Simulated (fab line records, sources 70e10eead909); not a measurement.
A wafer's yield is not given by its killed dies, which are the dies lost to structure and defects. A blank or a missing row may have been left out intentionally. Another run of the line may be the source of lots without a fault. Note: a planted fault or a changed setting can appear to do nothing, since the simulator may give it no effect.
Struck lot and sound lot, side by side / flow nand_harc / 14 out of 1302 route steps
Sound: the wafers L114.2, L114.4, L114.6. Struck: wafer L132.5; the same lot's L132.6 was not struck, so it is left out; see the end for the cause.
For every step that has rows: the tool of each side, followed by ch and its chambers, followed by its first start. Under that, the readings that differ: sound wafers / struck wafers / difference of the means / sigmas: that difference in standard deviations of wafers without a fault.
alike: a reading whose means differ by less than 2 such deviations, as well as words and numbers matching on both sides. not compared: withheld readings; readings where some wafer has no value; bounds like >300 that might hide an equal value; numbers whose values overlap and for which the record gives no deviation.
The two part at a step that has a row with sigmas, a row that says differs or no value, or rows on one side only. Numbers that have no deviation but don't overlap get no sigmas and don't part them. A reading that every wafer of one side lacks parts them only if that side has two wafers or more.

first, 7 steps without rows for these wafers: NHARC_P_ZERO_WELL_COAT_64 (time 65 s); NHARC_P_ZERO_WELL_COAT_05 (resist thk 600 nm); NHARC_P_ZERO_WELL_SOFTBAKE_06 (time 70 s); NHARC_P_ZERO_WELL_EBR_07; NHARC_P_ZERO_WELL_EXPOSE_08 (exposes mask P ZERO, target cd 500 nm); NHARC_P_ZERO_WELL_PEB_09 (peb time 80 s); NHARC_P_ZERO_WELL_DEVELOP_10 (time 50 s).
NHARC_P_ZERO_WELL_CD_MEAS_11 targets a cd of 500 nm.
  sound on cd_sem-01 ch 0, day 1 21:14; struck on cd_sem-02 ch 0, day 9 09:08
  alike: cd_nm
then, 1 step without rows for these wafers: NHARC_P_ZERO_WELL_HARDBAKE_12 (time 65 s).
NHARC_P_ZERO_WELL_DESCUM_13: chemistry O2, time 3 s.
  sound on rie_diel-01 ch 0,3, day 1 21:23; struck on rie_diel-06 ch 2, day 9 09:21
  alike: drypump_motor_current_A, oes_product_au, rf_vpp_V, showerhead_plenum_p_Torr, throttle_valve_pct
  not compared: rf_hours_counter_h
NHARC_P_ZERO_WELL_ETCH_65: etches the open film in N2/H2, target depth 80 nm, overetch 24 nm, time 87.88 s.
  sound on rie_diel-01 ch 0,2,3, day 1 21:29; struck on rie_diel-06 ch 1, day 9 10:10
  alike: drypump_motor_current_A, oes_product_au, rf_vpp_V, showerhead_plenum_p_Torr, throttle_valve_pct
  not compared: rf_hours_counter_h
NHARC_P_ZERO_WELL_ETCH_62: etches the open film in CHF3/Ar, target depth 13 nm, time 6.5 s.
  sound on rie_diel-01 ch 1,2,3; struck on rie_diel-06 ch 1
  alike: drypump_motor_current_A, oes_product_au, rf_vpp_V, showerhead_plenum_p_Torr, throttle_valve_pct
  not compared: rf_hours_counter_h
NHARC_P_ZERO_WELL_ETCH_63: etches the open film in HBr/Cl2, target depth 120 nm, time 40.1 s.
  sound on rie_si-03 ch 0,1,2, day 1 21:41; struck on rie_si-02 ch 0, day 9 10:22
reading=oes_product_au (a.u.); sound=0.992 0.997 0.987; struck=1.313; difference=+0.321; sigmas=+36
  alike: drypump_motor_current_A, throttle_valve_pct
  not compared: rf_hours_counter_h
then, 1 step without rows for these wafers: NHARC_P_ZERO_WELL_STRIP_15 (strips in SPM, time 900 s).

WHERE THEY PART
Within this record, at NHARC_P_ZERO_WELL_ETCH_63 only.

WHY: what had been put in by the simulator
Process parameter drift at NHARC_P_ZERO_WELL_ETCH_63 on rie_si-02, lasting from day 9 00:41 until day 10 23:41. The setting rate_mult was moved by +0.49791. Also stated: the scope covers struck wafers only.
